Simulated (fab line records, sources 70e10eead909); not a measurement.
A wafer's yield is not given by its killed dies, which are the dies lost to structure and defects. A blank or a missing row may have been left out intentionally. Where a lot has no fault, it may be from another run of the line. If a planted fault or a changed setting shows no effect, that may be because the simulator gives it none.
2 desks, one fault / flow nand_harc / only its own numbers are on each desk; what lay behind them is given at the end

THE TOOL OWNER'S DESK: pecvd_onon-04
The tool's own readings at NHARC_A_ONON_D1_DEP_06 (target thk 1000 nm): means of the sampled wafers that have a number, for each lot that ran on this tool. If a lot's mean is further than 4 standard deviations from the usual mean, the lot is out of limits and carries the mark OUT (the distance appears in the brackets).
Columns: A = sih4_flow_sccm at NHARC_A_ONON_D1_DEP_06, usual 209.9 sccm
lot=L775; first seen here=day 8 20:35; A=209.7
lot=L781; first seen here=day 11 04:15; A=210.1
lot=L784; first seen here=day 12 07:43; A=209.6
lot=L790; first seen here=day 14 23:35; A=209.7
lot=L792; first seen here=day 16 04:01; A=209.6
lot=L795; first seen here=day 17 05:55; A=210.5
This desk's verdict: no lot among the 6 shows anything out of limits.

METROLOGY DESK
Lot by lot, what the gauges showed, no matter which tool ran the lot: averages of those sampled wafers that carry a number. If a lot's mean is further than 4 standard deviations from the usual mean, the lot is out of limits and carries the mark OUT (the distance appears in the brackets).
Columns: A = thk_nm at NHARC_A_ONON_D1_THK_MEAS_08, usual 998 nm
lot=L775; first seen here=day 8 21:02; A=999
lot=L781; first seen here=day 11 04:35; A=903 (-7.9) OUT
lot=L784; first seen here=day 12 08:14; A=811 (-16) OUT
lot=L787; first seen here=day 14 01:04; A=1002
lot=L790; first seen here=day 15 00:05; A=988
lot=L791; first seen here=day 15 10:02; A=1016
lot=L792; first seen here=day 16 04:28; A=1023
lot=L793; first seen here=day 16 04:29; A=1006
lot=L794; first seen here=day 16 22:23; A=1007
lot=L795; first seen here=day 17 06:26; A=1011
lot=L796; first seen here=day 17 17:39; A=995
Finding of this desk: L781, L784 out of limits; the first was L781 at day 11 04:35, on thk_nm at NHARC_A_ONON_D1_THK_MEAS_08. In limits: L775, L787, L790, L791, L792, L793, L794, L795, L796.

PUT TOGETHER
At day 11 04:35 the metrology desk could have sounded an alarm, on L781, L784.
Nothing out of limits was seen by the tool owner's desk.
Tool owner's desk: L781, L784 on record, inside its limits.
Every lot named ran NHARC_A_ONON_D1_DEP_06 on pecvd_onon-04.

WHAT THE SIMULATOR HAD INSERTED
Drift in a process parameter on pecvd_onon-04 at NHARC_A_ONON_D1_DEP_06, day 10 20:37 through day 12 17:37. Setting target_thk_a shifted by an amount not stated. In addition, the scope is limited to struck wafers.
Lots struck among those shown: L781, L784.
Hours from the fault's start to each desk's first reading out of limits: the metrology desk, 8.
